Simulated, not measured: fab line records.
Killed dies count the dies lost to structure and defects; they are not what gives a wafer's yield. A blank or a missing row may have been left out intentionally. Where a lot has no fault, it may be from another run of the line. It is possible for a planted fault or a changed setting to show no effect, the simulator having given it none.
A struck lot beside a sound one + flow n5_finfet + 42 out of 1938 route steps
Sound: wafers L865.2, L865.3, L865.5. Struck: wafers L858.1, L858.2, L858.3. The cause is given at the end.
For every step that has rows: the tool of each side, followed by ch and its chambers, followed by its first start. Under that, the readings that differ: sound wafers + struck wafers + difference of the means + sigmas: that difference in standard deviations of wafers without a fault.
alike: readings whose means differ by less than 2 such deviations, and words and numbers that are the same on both sides. not compared: withheld readings, readings that some wafer has no value for, bounds like >300 that may hide the same value, and numbers for which the record gives no deviation and whose values overlap.
Wherever a step has rows on one side only, a row that says differs or no value, or a row with sigmas, the two part there. When numbers do not overlap yet have no deviation, they are printed without sigmas and do not part them. A reading that every wafer of one side lacks parts them only if that side has two wafers or more.

first, 12 steps without rows for these wafers: N5_BEOL_M4_ETCH_77 (etches underlayer in N2/H2, target depth 6.5 nm, time 5.2 s); N5_BEOL_M4_ETCH_69 (etches SiARC in CF4, target depth 15.6 nm, time 26 s); N5_BEOL_M4_ALD_98 (deposits SiO2, target thk 2.5 nm, pulse time 1 s, co reactant pulse time 1 s); N5_BEOL_M4_ETCHBACK_99 (etches SiO2 in CHF3, target depth 5 nm, time 10.4 s); N5_BEOL_M4_ETCH_70 (etches SOC in N2/H2, target depth 80 nm, overetch 24 nm, time 130 s); N5_BEOL_M4_STRIP_71 (strips in N2/H2); N5_BEOL_M4_STRIP_78 (strips in N2/H2); N5_BEOL_M4_VIA_ETCH_34 (etches the open film in C4F6/O2, target depth 69.4 nm, time 65.9 s); N5_BEOL_M4_STRIP_83 (strips in C4F6/O2); N5_BEOL_M4_STRIP_36 (strips in N2/H2); N5_BEOL_M4_TRENCH_ETCH_37 (etches SiOC in C4F6/O2, target depth 55.555 nm, time 29.2 s); N5_BEOL_M4_ETCH_41 (etches SiCN in CH3F/O2, target depth 29.9 nm, time 52.5 s).
N5_BEOL_M4_STRIP_97: strips in N2/H2, time 10 s.
  sound on rie_diel-04 ch 0,2,3, day 13 03:58; struck on rie_diel-05 ch 1,2,3, day 11 00:14
  no value came back on the struck wafers for any of 8 readings (bias_power_w (W), chamber_pressure_mTorr (mTorr) and others); on the sound wafers bias_power_w (W) reads 7.008 6.963 6.995
  not compared: rf_hours_counter_h
then, 27 steps without rows for these wafers: N5_BEOL_M4_HM_STRIP_39 (strips TiN in peroxide tin strip, target depth 25 nm, time 158 s); N5_BEOL_M4_SRD_40 (time 30 s); N5_BEOL_M4_PRECLEAN_42 (cleans in residue remover, time 60 s); N5_BEOL_M4_SRD_43 (time 30 s); N5_BEOL_M4_DEGAS_44 (time 60 s); N5_BEOL_M4_PRE_CLEAN_45 (time 30 s); N5_BEOL_M4_ALD_84 (deposits TaN, pulse time 2 s, purge time 3 s, co reactant purge time 2 s); N5_BEOL_M4_SURFACE_TREAT_85; N5_BEOL_M4_CVD_47 (deposits Co from CCTBA/H2, target thk 3 nm, time 223.8 s); N5_BEOL_M4_SPUTTER_48 (material Cu, target thk 4.5 nm, time 8.29 s); N5_BEOL_M4_ANNEAL_49 (time 240 s); N5_BEOL_M4_SPUTTER_79 (material Cu, target thk 4.5 nm, time 8.29 s); N5_BEOL_M4_ANNEAL_80 (time 240 s); N5_BEOL_M4_SPUTTER_81 (material Cu, target thk 4.5 nm, time 8.29 s); N5_BEOL_M4_ANNEAL_82 (time 240 s); N5_BEOL_M4_SPUTTER_86 (material Cu, target thk 4.5 nm, time 8.29 s); N5_BEOL_M4_ANNEAL_87 (time 240 s); N5_BEOL_M4_SPUTTER_88 (material Cu, target thk 4.5 nm, time 8.29 s); N5_BEOL_M4_ANNEAL_89 (time 240 s); N5_BEOL_M4_SPUTTER_90 (material Cu, target thk 4.5 nm, time 8.29 s); N5_BEOL_M4_ANNEAL_91 (time 240 s); N5_BEOL_M4_SPUTTER_92 (material Cu, target thk 4.5 nm, time 8.29 s); N5_BEOL_M4_ANNEAL_93 (time 240 s); N5_BEOL_M4_SPUTTER_94 (material Cu, target thk 4.5 nm, time 8.29 s); N5_BEOL_M4_ANNEAL_95 (time 240 s); N5_BEOL_M4_SPUTTER_96 (material Cu, target thk 4.5 nm, time 8.29 s); N5_BEOL_M4_ECD_50 (material Cu, target thk 300 nm).
N5_BEOL_M4_RC_MEAS_101:
  sound on prober-01 ch 0, day 13 07:58; struck on prober-01 ch 0, day 11 04:43
  alike: DIBL_N, DIBL_P, IOFF_N, IOFF_P, ION_N, ION_P, SS_N, SS_P, VT_N, VT_P
-- the record jumps here: 4 days lie between the struck wafers' starts before and after (it left off in module BEOL_M4 and takes up again in module PASSIVATION, whose first step shown is number 1936 of the route) --
N5_PASSIVATION_PROBE_49:
  rows exist in the record for the struck wafers here (prober-01, day 15 13:52), but not for the sound ones

## WHERE THEY PART
At N5_BEOL_M4_STRIP_97 first; at N5_PASSIVATION_PROBE_49 last (within this record only).

WHY: whatever the simulator had introduced
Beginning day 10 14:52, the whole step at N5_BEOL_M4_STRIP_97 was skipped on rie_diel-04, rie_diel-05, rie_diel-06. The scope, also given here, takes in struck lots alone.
